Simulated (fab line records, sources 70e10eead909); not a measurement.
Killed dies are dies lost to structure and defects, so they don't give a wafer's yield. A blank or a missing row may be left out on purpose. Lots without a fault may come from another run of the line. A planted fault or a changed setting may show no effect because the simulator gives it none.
Chamber matching | flow nand_harc | NHARC_P_GATE_ETCH_32 on rie_si-01: 4 sister chambers
The step etches the open film in HBr/Cl2, target depth 150 nm, time 100.1 s. 8 wafers are shown with their chamber, then 12 later ones without.

WAFERS WITH THEIR CHAMBER
wafer  | chamber | drypump_motor_current_A (A) | oes_product_au (a.u.)
L077.4 | 3       | 5.6                         | 0.992
L082.1 | 3       | 5.6                         | 0.982
L088.4 | 0       | 5.6                         | 1.020
L088.5 | 1       | 5.6                         | 0.975
L090.1 | 1       | 5.6                         | 0.987
L089.1 | 2       | 5.2                         | 1.006
L089.3 | 0       | 5.7                         | 1.026
L089.6 | 2       | 5.2                         | 0.995

WAFERS WITHOUT THEIR CHAMBER
wafer  | drypump_motor_current_A (A) | oes_product_au (a.u.)
L093.1 | 5.6                         | 0.978
L093.3 | 5.3                         | 0.990
L093.6 | 5.2                         | 0.985
L094.2 | 5.2                         | 0.989
L094.4 | 5.6                         | 0.990
L094.5 | 5.6                         | 1.012
L096.1 | 5.2                         | 0.985
L096.2 | 5.6                         | 0.984
L096.6 | 5.6                         | 0.984
L097.3 | 5.6                         | 1.021
L097.4 | 5.6                         | 1.001
L097.6 | 5.6                         | 0.982

WHICH CHAMBER EACH WENT THROUGH
wafer  | from the rows above          | in truth
L093.1 | can't be placed: 1 or 3      | 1
L093.3 | 2                            | 2
L093.6 | 2                            | 2
L094.2 | 2                            | 2
L094.4 | can't be placed: 3 or 1      | 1
L094.5 | can't be placed: 0 or 3      | 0
L096.1 | 2                            | 2
L096.2 | can't be placed: 1 or 3      | 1
L096.6 | can't be placed: 1 or 3      | 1
L097.3 | 0                            | 0
L097.4 | can't be placed: 3 or 1 or 0 | 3
L097.6 | can't be placed: 1 or 3      | 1
Placed correctly: 5 of 12. Can't be placed from these rows: 7 (the true chamber is among the candidates in 7). Placed wrongly: 0.
How it was worked out, from the rows above alone: a wafer's distance from a chamber is the root of the sum, over the readings, of the square of ((its reading less the chamber's mean) divided by the reading's scatter). The wafer belongs to the nearest chamber; if the next one is less than 2 further off, it can't be placed. A chamber's mean is the mean of its shown wafers. The scatter: the root of (the sum of the squares of (reading less its chamber's mean) over the shown wafers, divided by (wafers less chambers)).
